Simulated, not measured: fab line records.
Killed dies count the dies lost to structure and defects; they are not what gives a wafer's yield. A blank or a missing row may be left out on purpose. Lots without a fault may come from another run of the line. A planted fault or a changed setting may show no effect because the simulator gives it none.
fab line records	flow n5-finfet
record: lots: 24	wafers: 72	last-day: 17
route steps=1938 shown DUMMY_GATE@245 SD_EPI_N@271 SD_EPI_P@304
lots with no fault: from the same line, run without faults
start-h: start of the lot's first displayed wafer, in hours after the record's first day	wait-h: how many hours have passed since the lot's step before this one	" identical to the entry in the row above	L1.1+2: a row that stands for several wafers	- no value, or no start given	* or withheld: withheld	< > ~ a bound
route shown NAME@n: NAME is a module with steps in the file, n the number in the route of the first one	usual: average and standard deviation across the fault-free wafers	same: alike in all rows	chamber/n: place in a boat	sites: readings site by site	_std_site: the values' standard deviation	_edge_site: the outer-site mean with the inner-site mean subtracted	radius-mm: for every site, how far away it sits from the centre of the wafer	mask NAME#n: copy n	behind: the most recent tool/chamber to have shaped the wafer	hold: what put the lot on hold/how long, in hours/how the hold closed	device: transistor that didn't switch, given as n, p or np	end of line: the tests these same wafers got at the end of their route	a step given without rows: its recipe and nothing more	killed: dies lost to structure and defects at the first sort, not the wafer's yield	map: per-die view of a wafer (x killed, . not killed, _ where there is no die)
set.NAME: the setting as run; set.NAME@STEP: as run at that earlier step	model.NAME: the simulator's own value behind a step, which no gauge read
the route's steps for a sample of lots (tables are steps, rows are wafers)
services: from which hour (start-h, from the record's first day; less than 0 if before it) a tool's chamber was out of use, for how many hours, and why
== steps ==
step: N5_DUMMY_GATE_HM_OPEN_21
recipe: chemistry: CH3F/O2	target: SiNx	target-depth-a: 1200	Ar_flow_sccm: 150	CH3F_flow_sccm: 30	O2_flow_sccm: 23	time-s: 171.4	pressure-mtorr: 30	source-w: 395	bias-w: 73	ion-energy-ev: 120.7
usual: drypump-motor-current-A: 5.9/0.31	oes-product-au: 0.78/0.09	rf-vpp-V: 297/9.3	showerhead-plenum-p-Torr: 2.02/0.061	throttle-valve-pct: 16.47/0.21
lot.wafer	tool	chamber	start-h	wait-h	drypump-motor-current-A	oes-product-au	rf-hours-counter-h	rf-vpp-V	showerhead-plenum-p-Torr	throttle-valve-pct
L074.2	rie-diel-01	1	45.92	0.0	6.2	0.82	90	300	2.04	16.25
L074.4	"	1	"	"	6.2	0.82	-	298	2.04	16.26
L074.6	"	0	"	"	6.1	0.69	-	302	2.08	16.50
L075.2	rie-diel-05	3	51.15	0.0	6.1	0.75	144	304	2.08	16.36
L075.5	"	3	"	"	6.1	0.74	-	305	2.08	16.36
L075.6	"	2	"	"	5.7	0.97	-	284	1.99	16.13
L076.3	rie-diel-02	1	58.42	0.0	6.6	0.75	138	295	2.02	16.54
L076.4	"	2	"	"	6.1	0.69	209	292	1.90	16.54
L076.5	"	2	"	"	6.1	0.69	-	292	1.90	16.55
L077.1	rie-diel-05	3	65.26	0.0	6.1	0.74	148	304	2.08	16.36
L077.2	"	1	"	"	5.5	0.81	109	297	1.93	16.50
L077.5	"	0	"	"	5.5	0.77	-	318	2.00	16.52
L078.1	rie-diel-02	3	70.77	0.0	6.1	0.70	224	286	2.08	17.06
L078.4	"	0	"	"	5.6	0.75	152	288	2.09	16.43
L078.6	"	0	"	"	5.6	0.75	-	289	2.09	16.43
L079.2	rie-diel-05	3	76.25	0.0	6.1	0.74	151	305	2.08	16.37
L079.4	"	1	"	"	5.5	0.81	112	296	1.93	16.52
L079.6	"	3	"	"	6.1	0.75	-	305	2.07	16.37
L080.2	rie-diel-02	3	82.17	0.0	6.1	0.69	227	286	2.08	17.06
L080.4	"	1	"	"	6.5	0.74	144	292	2.02	16.56
L080.5	"	2	"	"	6.1	0.68	-	291	1.90	16.56
L081.4	rie-diel-05	0	88.90	0.0	5.5	0.77	170	318	2.00	16.53
L081.5	"	2	"	"	5.7	0.92	-	283	1.99	16.15
L081.6	"	3	"	"	6.1	0.74	-	305	2.07	16.37
L082.3	rie-diel-01	0	99.86	0.0	6.1	0.68	238	301	2.08	16.53
L082.5	"	1	"	"	6.2	0.80	-	300	2.03	16.27
L082.6	"	0	"	"	6.1	0.68	-	302	2.08	16.53
L083.3	rie-diel-01	0	103.43	0.0	6.1	0.68	239	302	2.08	16.53
L083.4	"	1	"	"	6.2	0.80	105	299	2.03	16.27
L083.6	"	1	"	"	6.2	0.80	-	300	2.03	16.27
L084.1	rie-diel-05	1	109.23	0.0	5.5	0.81	123	296	1.93	16.53
L084.3	"	2	"	"	5.7	0.92	19	282	1.98	16.18
L084.4	"	0	"	"	5.5	0.76	176	316	2.00	16.53
L085.2	rie-diel-01	3	114.40	0.0	5.9	0.75	154	296	1.94	16.58
L085.3	"	0	"	"	6.1	0.68	242	302	2.07	16.54
L085.6	"	1	"	"	6.2	0.80	-	299	2.03	16.27
L086.2	rie-diel-01	3	120.48	0.0	5.9	0.75	154	295	1.94	16.56
L086.3	"	2	"	"	5.6	0.94	9	302	2.07	16.18
L086.6	"	2	"	"	5.5	0.94	-	303	2.07	16.15
L087.2	rie-diel-02	3	126.14	0.0	6.1	0.68	241	288	2.08	17.08
L087.4	"	1	"	"	6.6	0.72	158	292	2.01	16.58
L087.6	"	3	"	"	6.1	0.68	-	288	2.08	17.10
L088.2	rie-diel-01	1	131.68	0.0	6.2	0.80	113	299	2.03	16.28
L088.4	"	3	"	"	5.9	0.75	158	295	1.94	16.56
L088.6	"	2	"	"	5.6	0.94	-	302	2.07	16.19
L089.1	rie-diel-02	0	137.91	0.0	5.6	0.73	171	287	2.08	16.47
L089.4	"	2	"	"	6.1	0.67	235	293	1.90	16.59
L089.6	"	0	"	"	5.6	0.74	-	288	2.08	16.49
L090.2	rie-diel-05	0	143.92	0.0	5.6	0.75	185	316	2.00	16.55
L090.4	"	1	"	"	5.5	0.80	133	296	1.93	16.54
L090.6	"	3	"	"	6.1	0.73	-	304	2.07	16.41
L091.3	rie-diel-05	2	149.35	0.0	5.7	0.89	31	283	1.98	16.20
L091.4	"	3	"	"	6.1	0.73	170	305	2.07	16.41
L091.6	"	3	"	"	6.1	0.72	-	304	2.07	16.41
L092.1	rie-diel-02	0	155.09	0.0	5.6	0.72	176	288	2.08	16.50
L092.3	"	2	"	"	6.1	0.67	241	292	1.89	16.60
L092.4	"	1	"	"	6.6	0.72	-	293	2.01	16.59
L093.4	rie-diel-05	1	160.30	0.0	5.5	0.80	138	295	1.92	16.56
L093.5	"	0	"	"	5.5	0.75	-	316	1.99	16.55
L093.6	"	3	"	"	6.1	0.74	-	304	2.07	16.42
L094.1	rie-diel-01	2	166.36	0.0	5.6	0.91	24	303	2.06	16.20
L094.4	"	1	"	"	6.2	0.78	124	299	2.02	16.29
L094.6	"	0	"	"	6.1	0.97	-	301	2.07	16.08
L095.2	rie-diel-02	3	173.75	0.0	6.1	1.01	0	289	2.08	16.58
L095.5	"	2	"	"	6.1	0.67	-	291	1.89	16.63
L095.6	"	3	"	"	6.1	1.02	-	287	2.08	16.59
L096.2	rie-diel-05	3	178.09	0.0	6.1	0.74	179	305	2.07	16.43
L096.4	"	1	"	"	5.5	0.79	143	297	1.92	16.57
L096.5	"	3	"	"	6.1	0.74	-	305	2.07	16.43
L097.2	rie-diel-02	3	184.70	0.0	6.1	0.98	4	287	2.07	16.58
L097.5	"	1	"	"	6.6	0.71	-	293	2.01	16.61
L097.6	"	3	"	"	6.1	0.99	-	288	2.07	16.57
step: N5_DUMMY_GATE_CD_MEAS_24
recipe: target-cd-nm: 15
usual: cd-nm: 14.8/0.51
lot.wafer	tool	chamber	start-h	wait-h	cd-nm
L074.2	cd-sem-02	-	46.29	0.1	14.6
L074.4	"	-	"	"	14.2
L074.6	"	-	"	"	14.8
L075.2	cd-sem-01	-	51.52	0.1	15.0
L075.5	"	-	"	"	14.9
L075.6	"	-	"	"	14.3
L076.3	cd-sem-03	-	58.79	0.1	15.9
L076.4	"	-	"	"	14.1
L076.5	"	-	"	"	15.0
L077.1	cd-sem-03	-	65.62	0.1	14.3
L077.2	"	-	"	"	15.6
L077.5	"	-	"	"	15.0
L078.1	cd-sem-02	-	71.13	0.1	14.9
L078.4	"	-	"	"	14.1
L078.6	"	-	"	"	14.5
L079.2	cd-sem-01	-	76.61	0.1	14.5
L079.4	"	-	"	"	14.4
L079.6	"	-	"	"	14.8
L080.2	cd-sem-01	-	82.53	0.1	15.1
L080.4	"	-	"	"	16.4
L080.5	"	-	"	"	14.8
L081.4	cd-sem-02	-	89.27	0.1	15.1
L081.5	"	-	"	"	14.7
L081.6	"	-	"	"	14.2
L082.3	cd-sem-02	-	100.23	0.1	14.2
L082.5	"	-	"	"	14.7
L082.6	"	-	"	"	14.4
L083.3	cd-sem-01	-	103.80	0.1	15.6
L083.4	"	-	"	"	15.1
L083.6	"	-	"	"	15.2
L084.1	cd-sem-02	-	109.59	0.1	14.2
L084.3	"	-	"	"	15.5
L084.4	"	-	"	"	14.7
L085.2	cd-sem-02	-	114.76	0.1	15.1
L085.3	"	-	"	"	14.3
L085.6	"	-	"	"	15.1
L086.2	cd-sem-02	-	120.85	0.1	13.8
L086.3	"	-	"	"	14.7
L086.6	"	-	"	"	14.4
L087.2	cd-sem-01	-	126.51	0.1	15.3
L087.4	"	-	"	"	14.8
L087.6	"	-	"	"	14.7
L088.2	cd-sem-01	-	132.04	0.1	14.9
L088.4	"	-	"	"	14.5
L088.6	"	-	"	"	15.5
L089.1	cd-sem-01	-	138.27	0.1	14.7
L089.4	"	-	"	"	14.8
L089.6	"	-	"	"	15.4
L090.2	cd-sem-02	-	144.29	0.1	14.4
L090.4	"	-	"	"	14.3
L090.6	"	-	"	"	14.2
L091.3	cd-sem-01	-	149.72	0.1	14.6
L091.4	"	-	"	"	15.8
L091.6	"	-	"	"	14.6
L092.1	cd-sem-01	-	155.45	0.1	14.6
L092.3	"	-	"	"	15.4
L092.4	"	-	"	"	15.2
L093.4	cd-sem-01	-	160.67	0.1	15.1
L093.5	"	-	"	"	15.0
L093.6	"	-	"	"	14.8
L094.1	cd-sem-01	-	166.72	0.1	14.5
L094.4	"	-	"	"	15.3
L094.6	"	-	"	"	14.2
L095.2	cd-sem-01	-	174.11	0.1	14.6
L095.5	"	-	"	"	15.3
L095.6	"	-	"	"	15.1
L096.2	cd-sem-03	-	178.45	0.1	14.1
L096.4	"	-	"	"	14.7
L096.5	"	-	"	"	15.2
L097.2	cd-sem-02	-	185.06	0.1	13.9
L097.5	"	-	"	"	15.1
L097.6	"	-	"	"	14.1
step: N5_SD_EPI_N_OVL_MEAS_10
recipe: points-per-wafer: 44
usual: SD_N_BLK_OVL: 0.1/0.67
lot.wafer	tool	chamber	start-h	wait-h	SD_N_BLK_OVL[nm]
L074.2	overlay-01	0	47.72	0.0	-1.1
L074.4	"	0	"	"	-1.4
L074.6	"	0	"	"	-1.5
L075.2	overlay-01	0	52.83	0.0	1.0
L075.5	"	0	"	"	1.0
L075.6	"	0	"	"	1.2
L076.3	overlay-02	0	60.59	0.0	0.3
L076.4	"	0	"	"	-0.2
L076.5	"	0	"	"	-0.7
L077.1	overlay-01	0	66.85	0.0	-1.1
L077.2	"	0	"	"	0.0
L077.5	"	0	"	"	0.3
L078.1	overlay-01	0	72.32	0.0	-0.1
L078.4	"	0	"	"	0.1
L078.6	"	0	"	"	-1.4
L079.2	overlay-02	0	78.23	0.0	-0.6
L079.4	"	0	"	"	0.1
L079.6	"	0	"	"	0.4
L080.2	overlay-02	0	84.04	0.0	-0.2
L080.4	"	0	"	"	0.1
L080.5	"	0	"	"	-0.1
L081.4	overlay-01	0	90.84	0.0	0.7
L081.5	"	0	"	"	-0.2
L081.6	"	0	"	"	0.0
L082.3	overlay-01	0	101.64	0.0	0.7
L082.5	"	0	"	"	1.1
L082.6	"	0	"	"	0.6
L083.3	overlay-01	0	105.39	0.0	-0.3
L083.4	"	0	"	"	-0.5
L083.6	"	0	"	"	0.4
L084.1	overlay-02	0	111.57	0.0	-0.2
L084.3	"	0	"	"	-0.5
L084.4	"	0	"	"	-0.6
L085.2	overlay-02	0	116.26	0.0	-0.2
L085.3	"	0	"	"	0.2
L085.6	"	0	"	"	0.4
L086.2	overlay-02	0	122.16	0.0	0.0
L086.3	"	0	"	"	-0.5
L086.6	"	0	"	"	0.5
L087.2	overlay-02	0	127.94	0.0	0.5
L087.4	"	0	"	"	0.4
L087.6	"	0	"	"	0.6
L088.2	overlay-02	0	134.97	0.0	1.1
L088.4	"	0	"	"	0.5
L088.6	"	0	"	"	0.6
L089.1	overlay-02	0	139.48	0.0	0.0
L089.4	"	0	"	"	0.3
L089.6	"	0	"	"	0.8
L090.2	overlay-02	0	145.61	0.0	0.6
L090.4	"	0	"	"	1.1
L090.6	"	0	"	"	-0.1
L091.3	overlay-02	0	151.03	0.0	-0.2
L091.4	"	0	"	"	1.6
L091.6	"	0	"	"	-0.8
L092.1	overlay-02	0	156.76	0.0	0.2
L092.3	"	0	"	"	-0.4
L092.4	"	0	"	"	-0.8
L093.4	overlay-02	0	162.28	0.0	-0.6
L093.5	"	0	"	"	0.0
L093.6	"	0	"	"	-0.9
L094.1	overlay-01	0	168.24	0.0	-1.3
L094.4	"	0	"	"	0.4
L094.6	"	0	"	"	0.1
L095.2	overlay-01	0	175.43	0.0	-0.1
L095.5	"	0	"	"	0.5
L095.6	"	0	"	"	-0.1
L096.2	overlay-02	0	179.77	0.0	0.2
L096.4	"	0	"	"	-0.3
L096.5	"	0	"	"	0.4
L097.2	overlay-01	0	186.40	0.0	-0.7
L097.5	"	0	"	"	0.0
L097.6	"	0	"	"	1.4
step: N5_SD_EPI_N_ETCH_34
recipe: chemistry: CF4	target: SiARC	target-depth-a: 455	mask-material: CAR-ArF-block	time-s: 75.8	ion-energy-ev: 80	pressure-mtorr: 40	source-w: 545	bias-w: 36	Ar_flow_sccm: 100	cf4-flow-sccm: 100	ends: cleared
usual: cf4-flow-sccm: 100.0/0.33	drypump-motor-current-A: 6.0/0.39	etch-rf-on-time-s: 76.8/2.1	oes-product-au: 0.65/0.064	rf-vpp-V: 184.1/1.2	showerhead-plenum-p-Torr: 2.15/0.066	throttle-valve-pct: 15.57/0.19
lot.wafer	tool	chamber	start-h	wait-h	cf4-flow-sccm	drypump-motor-current-A	etch-rf-on-time-s	oes-product-au	rf-hours-counter-h	rf-vpp-V	showerhead-plenum-p-Torr	throttle-valve-pct
L074.2	rie-diel-06	0	47.81	0.0	99.4	6.1	72.4	0.60	238	181.6	2.02	16.00
L074.4	"	1	"	"	99.9	6.6	75.6	0.59	-	184.1	2.21	15.68
L074.6	"	0	"	"	99.9	6.0	73.3	0.59	-	180.5	2.02	16.00
L075.2	rie-diel-03	0	52.92	0.0	99.8	6.5	81.8	0.55	241	185.2	2.19	16.07
L075.5	"	2	"	"	99.7	5.8	76.9	0.59	-	185.1	2.21	16.02
L075.6	"	3	"	"	99.9	5.9	75.9	0.65	-	184.0	2.13	15.66
L076.3	rie-diel-06	3	60.98	0.0	99.9	5.5	73.9	0.67	145	183.9	2.14	15.59
L076.4	"	1	"	"	100.1	6.6	76.7	0.58	222	186.3	2.21	15.73
L076.5	"	3	"	"	99.9	5.5	74.1	0.67	-	183.8	2.14	15.59
L077.1	rie-diel-04	2	66.94	0.0	100.3	5.5	74.5	0.77	19	183.0	2.09	15.25
L077.2	"	3	"	"	100.0	6.3	74.8	0.63	185	186.2	2.20	15.39
L077.5	"	2	"	"	100.2	5.5	75.4	0.75	-	183.2	2.09	15.26
L078.1	rie-diel-04	0	72.41	0.0	99.8	6.0	78.3	0.63	156	182.9	2.06	15.40
L078.4	"	2	"	"	99.9	5.5	74.6	0.76	-	182.8	2.09	15.27
L078.6	"	3	"	"	99.9	6.3	74.1	0.64	-	184.7	2.20	15.42
L079.2	rie-diel-04	3	78.84	0.0	100.4	6.3	75.4	0.63	190	185.4	2.20	15.41
L079.4	"	2	"	"	99.6	5.5	76.3	0.73	25	183.8	2.09	15.26
L079.6	"	1	"	"	99.8	6.6	78.6	0.64	-	186.3	2.20	15.58
L080.2	rie-diel-04	3	84.13	0.0	100.0	6.3	74.3	0.63	192	184.3	2.19	15.41
L080.4	"	0	"	"	99.9	6.0	78.2	0.63	161	182.0	2.05	15.42
L080.5	"	2	"	"	99.7	5.5	75.1	0.75	-	183.4	2.09	15.25
L081.4	rie-diel-03	3	91.26	0.0	99.6	5.9	75.4	0.65	-	183.4	2.12	15.70
L081.5	"	2	"	"	99.8	5.8	75.8	0.59	-	186.2	2.20	16.04
L081.6	"	1	"	"	99.8	5.5	80.1	0.61	-	184.6	2.24	15.48
L082.3	rie-diel-04	0	101.73	0.0	100.2	6.0	78.0	0.63	166	182.1	2.05	15.42
L082.5	"	2	"	"	100.4	5.5	75.6	0.74	-	183.2	2.08	15.29
L082.6	"	3	"	"	100.1	6.3	74.3	0.63	-	184.6	2.19	15.42
L083.3	rie-diel-06	0	105.49	0.0	99.6	6.0	74.1	0.83	1	184.8	2.27	15.52
L083.4	"	0	"	"	100.2	6.0	74.3	0.83	-	185.5	2.27	15.51
L083.6	"	3	"	"	100.4	5.5	74.4	0.66	-	184.6	2.14	15.62
L084.1	rie-diel-04	2	111.66	0.0	100.1	5.5	77.7	0.72	35	183.7	2.08	15.27
L084.3	"	3	"	"	99.8	6.3	75.4	0.62	201	183.9	2.19	15.43
L084.4	"	1	"	"	99.6	6.6	79.5	0.63	177	185.6	2.20	15.61
L085.2	rie-diel-04	0	116.62	0.0	100.3	6.0	78.7	0.62	171	182.5	2.05	15.46
L085.3	"	1	"	"	100.0	6.6	80.3	0.62	178	185.0	2.20	15.60
L085.6	"	1	"	"	99.5	6.6	79.1	0.62	-	184.6	2.20	15.61
L086.2	rie-diel-06	2	122.25	0.0	99.9	5.9	75.7	0.61	223	182.3	2.11	15.78
L086.3	"	0	"	"	100.4	6.1	74.0	0.81	8	184.2	2.27	15.53
L086.6	"	1	"	"	99.6	6.5	76.8	0.57	-	186.6	2.20	15.75
L087.2	rie-diel-06	2	128.03	0.0	100.1	5.9	76.2	0.61	225	184.4	2.11	15.78
L087.4	"	1	"	"	100.1	6.6	76.8	0.57	244	184.1	2.20	15.76
L087.6	"	2	"	"	99.9	5.9	76.5	0.61	-	182.9	2.11	15.79
L088.2	rie-diel-03	1	135.06	0.0	99.2	5.5	80.3	0.60	169	185.0	2.23	15.50
L088.4	"	3	"	"	100.0	5.8	75.6	0.63	-	183.7	2.12	15.73
L088.6	"	1	"	"	99.5	5.5	79.8	0.60	-	183.7	2.23	15.51
L089.1	rie-diel-03	0	139.57	0.0	99.8	6.5	78.6	0.77	17	183.8	2.18	15.68
L089.4	"	0	"	"	99.5	6.5	79.4	0.77	-	183.8	2.18	15.68
L089.6	"	3	"	"	99.9	5.9	75.9	0.63	-	183.5	2.12	15.71
L090.2	rie-diel-03	1	145.76	0.0	99.7	5.5	78.7	0.60	175	186.0	2.23	15.52
L090.4	"	3	"	"	100.2	5.9	74.2	0.63	-	184.3	2.12	15.74
L090.6	"	0	"	"	99.9	6.5	77.5	0.77	-	185.0	2.18	15.67
L091.3	rie-diel-04	3	151.12	0.0	99.8	6.3	74.7	0.61	211	184.8	2.19	15.44
L091.4	"	1	"	"	100.4	6.6	79.9	0.62	190	185.7	2.20	15.64
L091.6	"	1	"	"	99.8	6.6	79.4	0.62	-	184.3	2.20	15.66
L092.1	rie-diel-04	0	157.27	0.0	99.5	6.0	79.5	0.61	183	183.0	2.05	15.47
L092.3	"	3	"	"	99.7	6.3	75.7	0.61	214	184.0	2.19	15.47
L092.4	"	2	"	"	99.5	5.5	75.9	0.71	49	181.5	2.08	15.31
L093.4	rie-diel-04	2	162.38	0.0	100.3	5.5	75.8	0.71	51	184.0	2.08	15.30
L093.5	"	1	"	"	100.2	6.6	80.0	0.61	-	184.8	2.19	15.64
L093.6	"	0	"	"	100.5	6.0	79.7	0.61	-	183.7	2.05	15.46
L094.1	rie-diel-04	2	168.37	0.0	100.0	5.5	75.5	0.71	53	183.3	2.08	15.34
L094.4	"	3	"	"	100.2	6.3	74.6	0.61	217	184.5	2.19	15.46
L094.6	"	0	"	"	99.9	6.0	78.9	0.61	-	182.5	2.05	15.46
L095.2	rie-diel-06	0	175.52	0.0	100.2	6.1	76.2	0.75	28	183.6	2.26	15.57
L095.5	"	3	"	"	100.4	5.5	74.2	0.65	-	184.0	2.13	15.66
L095.6	"	2	"	"	100.3	5.9	77.2	0.59	-	184.3	2.11	15.81
L096.2	rie-diel-03	1	180.04	0.0	100.2	5.5	78.0	0.59	188	184.9	2.23	15.54
L096.4	"	0	"	"	100.0	6.5	76.5	0.75	33	183.4	2.18	15.71
L096.5	"	2	"	"	99.9	5.8	76.3	0.80	-	184.6	2.20	15.58
L097.2	rie-diel-04	2	186.49	0.0	100.2	5.6	75.4	0.70	60	183.4	2.08	15.33
L097.5	"	1	"	"	100.1	6.6	79.6	0.61	-	184.9	2.19	15.65
L097.6	"	0	"	"	100.3	6.0	78.5	0.60	-	183.0	2.04	15.45
step: N5_SD_EPI_P_OVL_MEAS_10
recipe: points-per-wafer: 44
usual: SD_P_BLK_OVL: 0.6/0.75
lot.wafer	tool	chamber	start-h	wait-h	SD_P_BLK_OVL[nm]
L074.2	overlay-01	0	52.16	0.0	2.4
L074.4	"	0	"	"	1.1
L074.6	"	0	"	"	2.0
L075.2	overlay-01	0	57.49	0.0	1.0
L075.5	"	0	"	"	0.5
L075.6	"	0	"	"	1.1
L076.3	overlay-01	0	65.33	0.0	1.5
L076.4	"	0	"	"	1.0
L076.5	"	0	"	"	0.7
L077.1	overlay-01	0	71.28	0.0	1.9
L077.2	"	0	"	"	0.2
L077.5	"	0	"	"	1.9
L078.1	overlay-01	0	76.81	0.0	-1.0
L078.4	"	0	"	"	-0.1
L078.6	"	0	"	"	-0.4
L079.2	overlay-01	0	83.20	0.0	-0.2
L079.4	"	0	"	"	0.5
L079.6	"	0	"	"	0.2
L080.2	overlay-02	0	88.78	0.0	1.0
L080.4	"	0	"	"	0.6
L080.5	"	0	"	"	0.8
L081.4	overlay-02	0	95.44	0.0	0.5
L081.5	"	0	"	"	0.1
L081.6	"	0	"	"	0.7
L082.3	overlay-01	0	106.09	0.0	0.9
L082.5	"	0	"	"	0.6
L082.6	"	0	"	"	0.7
L083.3	overlay-02	0	109.82	0.0	1.1
L083.4	"	0	"	"	1.1
L083.6	"	0	"	"	0.4
L084.1	overlay-02	0	116.51	0.0	0.5
L084.3	"	0	"	"	1.2
L084.4	"	0	"	"	0.6
L085.2	overlay-01	0	121.33	0.0	-0.2
L085.3	"	0	"	"	0.5
L085.6	"	0	"	"	-0.2
L086.2	overlay-01	0	127.22	0.0	-0.9
L086.3	"	0	"	"	-1.0
L086.6	"	0	"	"	-0.6
L087.2	overlay-02	0	134.69	0.0	1.4
L087.4	"	0	"	"	1.1
L087.6	"	0	"	"	2.1
L088.2	overlay-01	0	139.35	0.0	0.3
L088.4	"	0	"	"	1.2
L088.6	"	0	"	"	0.7
L089.1	overlay-01	0	144.81	0.0	0.9
L089.4	"	0	"	"	-0.9
L089.6	"	0	"	"	-1.4
L090.2	overlay-02	0	150.41	0.0	1.0
L090.4	"	0	"	"	1.4
L090.6	"	0	"	"	1.2
L091.3	overlay-01	0	155.62	0.0	0.9
L091.4	"	0	"	"	0.5
L091.6	"	0	"	"	1.0
L092.1	overlay-01	0	162.35	0.0	1.0
L092.3	"	0	"	"	1.9
L092.4	"	0	"	"	0.7
L093.4	overlay-02	0	167.57	0.0	1.0
L093.5	"	0	"	"	0.4
L093.6	"	0	"	"	0.6
L094.1	overlay-01	0	173.38	0.0	0.5
L094.4	"	0	"	"	0.4
L094.6	"	0	"	"	0.7
L095.2	overlay-01	0	179.81	0.0	0.1
L095.5	"	0	"	"	0.9
L095.6	"	0	"	"	0.0
L096.2	overlay-02	0	185.58	0.0	-0.6
L096.4	"	0	"	"	-0.8
L096.5	"	0	"	"	0.2
L097.2	overlay-01	0	190.94	0.0	0.4
L097.5	"	0	"	"	2.0
L097.6	"	0	"	"	1.2
step: N5_SD_EPI_P_STRIP_40
recipe: chemistry: N2/H2	power-w: 1000	temp-c: 250	h2-frac: 0.65	overash-fraction: 0.3	pressure-mtorr: withheld	n2-flow-sccm: 1750	h2-flow-sccm: 3250
usual: drypump-motor-current-A: 5.49/0.19	heater-power-w: 308/17	oes-product-au: 0.763/0.011
lot.wafer	tool	chamber	start-h	wait-h	drypump-motor-current-A	heater-power-w	oes-product-au	rf-hours-counter-h
L074.2	plasma-asher-01	1	53.04	0.0	5.49	307	0.752	32
L074.4	"	0	"	"	5.64	286	0.773	-
L074.6	"	0	"	"	5.64	282	0.756	-
L075.2	plasma-asher-01	0	59.56	0.0	5.60	285	0.765	33
L075.5	"	1	"	"	5.51	304	0.742	-
L075.6	"	0	"	"	5.64	278	0.767	-
L076.3	plasma-asher-01	0	66.25	0.0	5.64	285	0.755	-
L076.4	"	1	"	"	5.49	307	0.752	-
L076.5	"	0	"	"	5.65	285	0.766	-
L077.1	plasma-asher-01	0	72.17	0.0	5.67	288	0.754	36
L077.2	"	1	"	"	5.49	312	0.756	36
L077.5	"	0	"	"	5.66	287	0.777	-
L078.1	plasma-asher-02	1	77.71	0.0	5.59	320	0.752	88
L078.4	"	1	"	"	5.63	318	0.752	-
L078.6	"	0	"	"	5.19	332	0.756	-
L079.2	plasma-asher-01	1	84.09	0.0	5.50	307	0.750	39
L079.4	"	1	"	"	5.51	307	0.788	-
L079.6	"	0	"	"	5.65	286	0.756	-
L080.2	plasma-asher-01	1	89.70	0.0	5.50	305	0.766	39
L080.4	"	0	"	"	5.63	294	0.767	-
L080.5	"	0	"	"	5.63	280	0.768	-
L081.4	plasma-asher-02	0	96.57	0.0	5.13	316	0.767	-
L081.5	"	1	"	"	5.62	313	0.765	-
L081.6	"	0	"	"	5.15	318	0.774	-
L082.3	plasma-asher-02	1	107.00	0.0	5.62	323	0.773	-
L082.5	"	1	"	"	5.63	323	0.772	-
L082.6	"	0	"	"	5.18	321	0.745	-
L083.3	plasma-asher-02	0	110.73	0.0	5.19	327	0.758	-
L083.4	"	1	"	"	5.58	323	0.759	-
L083.6	"	1	"	"	5.59	318	0.776	-
L084.1	plasma-asher-01	1	117.40	0.0	5.49	297	0.748	45
L084.3	"	1	"	"	5.50	311	0.749	-
L084.4	"	0	"	"	5.66	280	0.767	-
L085.2	plasma-asher-01	1	122.22	0.0	5.49	315	0.785	46
L085.3	"	0	"	"	5.64	281	0.761	-
L085.6	"	1	"	"	5.50	304	0.765	-
L086.2	plasma-asher-02	1	128.63	0.0	5.65	322	0.742	97
L086.3	"	1	"	"	5.64	317	0.738	-
L086.6	"	0	"	"	5.16	330	0.765	-
L087.2	plasma-asher-01	0	135.61	0.1	5.65	293	0.759	48
L087.4	"	1	"	"	5.49	309	0.747	-
L087.6	"	0	"	"	5.63	289	0.738	-
L088.2	plasma-asher-01	1	140.24	0.0	5.50	306	0.767	49
L088.4	"	0	"	"	5.60	277	0.754	-
L088.6	"	0	"	"	5.62	281	0.761	-
L089.1	plasma-asher-01	1	145.70	0.0	5.51	302	0.775	50
L089.4	"	0	"	"	5.65	288	0.770	-
L089.6	"	1	"	"	5.50	312	0.762	-
L090.2	plasma-asher-02	0	151.30	0.0	5.17	329	0.768	101
L090.4	"	0	"	"	5.15	332	0.761	-
L090.6	"	1	"	"	5.63	315	0.756	-
L091.3	plasma-asher-02	0	156.62	0.0	5.16	314	0.776	-
L091.4	"	1	"	"	5.64	322	0.772	-
L091.6	"	0	"	"	5.15	328	0.773	-
L092.1	plasma-asher-02	0	163.24	0.0	5.17	329	0.752	104
L092.3	"	0	"	"	5.17	329	0.764	-
L092.4	"	1	"	"	5.66	312	0.787	-
L093.4	plasma-asher-02	0	168.96	0.0	5.13	328	0.746	-
L093.5	"	0	"	"	5.13	324	0.765	-
L093.6	"	1	"	"	5.61	317	0.778	-
L094.1	plasma-asher-02	1	174.30	0.0	5.61	320	0.759	106
L094.4	"	0	"	"	5.19	333	0.776	-
L094.6	"	1	"	"	5.62	318	0.770	-
L095.2	plasma-asher-02	0	180.91	0.2	5.13	328	0.768	108
L095.5	"	0	"	"	5.16	318	0.756	-
L095.6	"	1	"	"	5.62	321	0.771	-
L096.2	plasma-asher-01	1	186.58	0.0	5.49	303	0.755	59
L096.4	"	1	"	"	5.48	311	0.774	-
L096.5	"	1	"	"	5.47	308	0.756	-
L097.2	plasma-asher-01	1	191.83	0.0	5.51	300	0.756	60
L097.5	"	0	"	"	5.65	286	0.776	-
L097.6	"	1	"	"	5.47	303	0.757	-
== services ==
tool	chamber	start-h	hours	kind
rie-diel-04	3	24.36	4.0	repair
rie-diel-05	2	29.38	-	clean
rie-diel-05	2	29.38	-	consumable-replace:focus-ring
rie-diel-05	2	29.38	13.4	scheduled-down
rie-diel-05	2	29.38	13.4	vent-cycle
rie-diel-06	0	35.88	2.0	repair
rie-diel-01	2	46.94	4.6	repair
rie-diel-06	2	47.65	6.2	repair
rie-diel-04	2	58.10	1.9	repair
rie-diel-05	-	61.62	1.0	repair
rie-diel-04	1	71.78	3.2	repair
rie-diel-02	-	73.65	0.8	repair
plasma-asher-02	-	78.02	2.8	pm
rie-diel-06	1	100.93	9.5	repair
rie-diel-03	2	117.19	15.1	repair
rie-diel-05	-	126.82	0.3	repair
rie-diel-02	3	154.69	-	clean
rie-diel-02	3	154.69	-	consumable-replace:focus-ring
rie-diel-02	3	154.69	18.8	scheduled-down
rie-diel-02	3	154.69	18.8	vent-cycle
rie-diel-02	1	166.73	11.3	repair
rie-diel-01	-	169.77	0.6	repair
rie-diel-02	1	179.29	2.0	repair
rie-diel-02	0	186.27	8.8	repair
== key ==
fault none
